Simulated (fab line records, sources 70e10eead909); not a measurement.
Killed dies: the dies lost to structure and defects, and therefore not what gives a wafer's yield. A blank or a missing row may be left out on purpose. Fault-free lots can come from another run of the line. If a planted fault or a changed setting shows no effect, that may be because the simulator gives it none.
What tool caused it?	flow nand-harc	36 wafers from 12 lots sampled at 6 of the route's 1159 steps

## WHAT THE GAUGES SHOWED, per wafer
NHARC_A_BLC_CD_MEAS_10: target cd 100 nm. Usual: cd-nm at 100.2 nm, with a standard deviation of 0.47.
lot	measured	on	cd-nm (nm)	flag
L932	day 17 13:47	cd-sem-01	99.8 100.3 100.5	
L933	day 17 14:04	cd-sem-03	100.1 100.9 100.4	
L935	day 17 22:59	cd-sem-02	100.0 100.2 100.2	
L934	day 17 23:25	cd-sem-01	100.0 100.3 100.3	
L936	day 18 09:53	cd-sem-03	99.9 99.0 99.6	
L943	day 20 05:10	cd-sem-02	99.5 107.8 100.3	OFF
L945	day 20 06:19	cd-sem-02	106.7 107.1 100.0	OFF
L951	day 21 17:08	cd-sem-02	99.9 100.0 99.5	
L953	day 21 19:41	cd-sem-02	100.0 100.4 100.6	
L952	day 21 20:14	cd-sem-03	100.8 99.8 100.3	
L954	day 22 12:45	cd-sem-03	100.5 99.9 99.7	
L955	day 23 20:48	cd-sem-03	100.0 100.7 99.6	

NHARC_A_BLC_INSPECT_12. Usual: raw-defect-count at 28, with a standard deviation of 15.
lot	measured	on	raw-defect-count	flag
L932	day 17 13:55	defect-inspect-01	15 32 26	
L933	day 17 14:12	defect-inspect-01	15 12 18	
L935	day 17 23:06	defect-inspect-01	24 25 24	
L934	day 17 23:32	defect-inspect-01	10 9 12	
L936	day 18 10:01	defect-inspect-02	18 9 12	
L943	day 20 05:17	defect-inspect-01	42 62 50	
L945	day 20 06:26	defect-inspect-01	17 18 12	
L951	day 21 17:17	defect-inspect-01	41 49 38	
L953	day 21 19:49	defect-inspect-02	54 45 53	
L952	day 21 20:22	defect-inspect-01	12 26 20	
L954	day 22 12:52	defect-inspect-01	17 23 23	
L955	day 23 20:55	defect-inspect-01	39 53 45	

NHARC_END_SORT_01. Usual: killed-at-array 26, standard deviation 10; killed-at-other 0.8, standard deviation 1.1; killed-at-periphery 3.3, standard deviation 2.6; killed-dies 30, standard deviation 11; killed-open 3.4, standard deviation 1.8; killed-short 2.0, standard deviation 1.3.
lot	measured	on	killed-at-array	killed-at-other	killed-at-periphery	killed-dies	killed-open	killed-short	flag
L932	day 19 15:52	prober-01	17 27 28	1 1 3	3 1 3	21 29 34	1 3 3	1 2 3	
L933	day 19 16:56	prober-02	18 12 16	1 1 2	3 3 2	22 16 20	5 2 0	0 2 3	
L943	day 22 10:38	prober-01	31 47 35	1 0 0	1 2 2	33 49 37	6 3 3	2 2 3	
L945	day 22 11:29	prober-02	20	0	1	21	4	1	
L951	day 23 20:18	prober-01	31 35 35	2 2 1	2 2 0	35 39 36	3 2 4	1 1 2	
L953	day 24 04:56	prober-02	32 29 39	0 1 0	6 4 4	38 34 43	2 7 1	2 1 2	
L954	day 24 11:54	prober-01	19 23 20	0 0 0	10 12 13	29 35 33	4 2 4	0 2 3	OFF

## EACH LOT AND THE TOOL THAT RAN IT (in order: tool; ch and the chambers of the sampled wafers; start)
lot	NHARC_A_CONTACT_CMP_20	NHARC_A_BLC_PEB_08	NHARC_A_BLC_DESCUM_15
L932	cmp-03 ch 0,1,3, day 17 13:00	litho-track-04 ch 0, day 17 13:43	rie-diel-09 ch 0,2,3, day 17 13:58
L933	cmp-01 ch 1,3, day 17 13:11	litho-track-06 ch 0, day 17 14:00	rie-diel-04 ch 0,3, day 17 14:16
L935	cmp-01 ch 0,1,2, day 17 22:07	litho-track-06 ch 0, day 17 22:54	rie-diel-09 ch 0,1,2, day 17 23:10
L934	cmp-01 ch 0,1,3, day 17 22:31	litho-track-01 ch 0, day 17 23:19	rie-diel-03 ch 2,3, day 17 23:35
L936	cmp-04 ch 0,3, day 18 09:08	litho-track-06 ch 0, day 18 09:49	rie-diel-03 ch 1,2,3, day 18 10:05
L943	cmp-01 ch 0,3, day 20 04:14	litho-track-06 ch 0, day 20 05:05	rie-diel-09 ch 0,3, day 20 05:20
L945	cmp-04 ch 0,1,2, day 20 05:31	litho-track-06 ch 0, day 20 06:14	rie-diel-09 ch 0,1,2, day 20 06:29
L951	cmp-04 ch 0,1,3, day 21 16:16	litho-track-01 ch 0, day 21 17:04	rie-diel-09 ch 0,1,3, day 21 17:20
L953	cmp-03 ch 0,1,2, day 21 18:54	litho-track-04 ch 0, day 21 19:37	rie-diel-03 ch 0,1,3, day 21 19:52
L952	cmp-03 ch 0,3, day 21 19:19	litho-track-04 ch 0, day 21 20:09	rie-diel-09 ch 0,1,2, day 21 20:26
L954	cmp-01 ch 0,1,2, day 22 11:52	litho-track-01 ch 0, day 22 12:40	rie-diel-03 ch 0,1,3, day 22 12:59
L955	cmp-01 ch 1,2,3, day 23 19:56	litho-track-06 ch 0, day 23 20:43	rie-diel-03 ch 1,3, day 23 20:59
- NHARC_A_CONTACT_CMP_20: polishes, t overpolish 30 s, target thk 300 nm.
- NHARC_A_BLC_PEB_08: peb time 65 s.
- NHARC_A_BLC_DESCUM_15: chemistry O2, time 3 s.

## AS READ BY THE TOOLS THEMSELVES (means over the sampled wafers that have a number; for cases with no such wafer, the mark the record gives instead)
NHARC_A_CONTACT_CMP_20. Usual: motor-current-A 12.3 A, standard deviation 0.98; overpolish-run-s 30.000 s, standard deviation 0.009; slurry-filter-dp-kPa 13.49 kPa, standard deviation 0.15; time-to-endpoint-s 61 s, standard deviation 3.4.
lot	tool	motor-current-A (A)	overpolish-run-s (s)	slurry-filter-dp-kPa (kPa)	time-to-endpoint-s (s)	flag
L932	cmp-03	12.9	29.994	13.54	60	
L933	cmp-01	12.0	29.998	13.32	60	
L935	cmp-01	11.4	29.992	13.54	60	
L934	cmp-01	12.0	29.999	13.48	61	
L936	cmp-04	11.5	29.998	13.43	58	
L943	cmp-01	12.1	29.998	13.27	59	
L945	cmp-04	12.6	29.990	13.43	62	
L951	cmp-04	11.7	30.005	13.41	60	
L953	cmp-03	12.2	30.005	13.53	61	
L952	cmp-03	12.9	29.998	13.46	61	
L954	cmp-01	11.4	30.000	13.51	65	
L955	cmp-01	12.6	29.998	13.59	63	

NHARC_A_BLC_DESCUM_15. Usual: drypump-motor-current-A 5.7 A, standard deviation 0.42; oes-product-au 1.000 a.u., standard deviation 0.011; rf-vpp-V 57.9 V, standard deviation 0.99; showerhead-plenum-p-Torr 1.92 Torr, standard deviation 0.094; throttle-valve-pct 11.312 %, standard deviation 0.0089.
lot	tool	drypump-motor-current-A (A)	oes-product-au (a.u.)	rf-vpp-V (V)	showerhead-plenum-p-Torr (Torr)	throttle-valve-pct (%)	flag
L932	rie-diel-09	5.9	1.001	57.5	1.82	11.316	
L933	rie-diel-04	6.1	0.985	56.9	1.94	11.309	
L935	rie-diel-09	5.5	1.008	57.6	1.87	11.313	
L934	rie-diel-03	5.7	1.007	58.7	2.02	11.302	
L936	rie-diel-03	5.5	1.000	57.7	2.01	11.308	
L943	rie-diel-09	6.2	0.992	57.6	1.81	11.308	
L945	rie-diel-09	5.6	0.989	58.1	1.86	11.325	
L951	rie-diel-09	5.7	0.992	57.7	1.88	11.319	
L953	rie-diel-03	5.8	1.008	58.8	1.98	11.309	
L952	rie-diel-09	5.5	0.986	58.5	1.86	11.310	
L954	rie-diel-03	5.8	1.000	58.0	1.98	11.313	
L955	rie-diel-03	5.6	1.002	58.8	2.03	11.322	

## THE ANSWER, worked out from the rows above alone
Rule: take the mean of a lot's wafers that have a number; if it is more than 3 standard deviations from the usual mean, the lot is off. A lot without any number at a reading at which 4 lots or more have one is off too. The other lots that the step has rows for count as sound. After the gauges, taken in route order, come the tools' own readings; for these a lot's mean is taken, as printed above. At the first step where some lot is off, the reading lying furthest off is the one used; lots without a number count as furthest.
Off, at NHARC_A_BLC_CD_MEAS_10 on cd-nm: L943, L945.
If a tool, at a process step before that reading, ran all the lots that are off and no sound lot after the first of them, it fits. The gauges at NHARC_A_BLC_CD_MEAS_10 are tried like those tools. None of those tried fits.

## WHAT THE SIMULATOR HAD PUT IN
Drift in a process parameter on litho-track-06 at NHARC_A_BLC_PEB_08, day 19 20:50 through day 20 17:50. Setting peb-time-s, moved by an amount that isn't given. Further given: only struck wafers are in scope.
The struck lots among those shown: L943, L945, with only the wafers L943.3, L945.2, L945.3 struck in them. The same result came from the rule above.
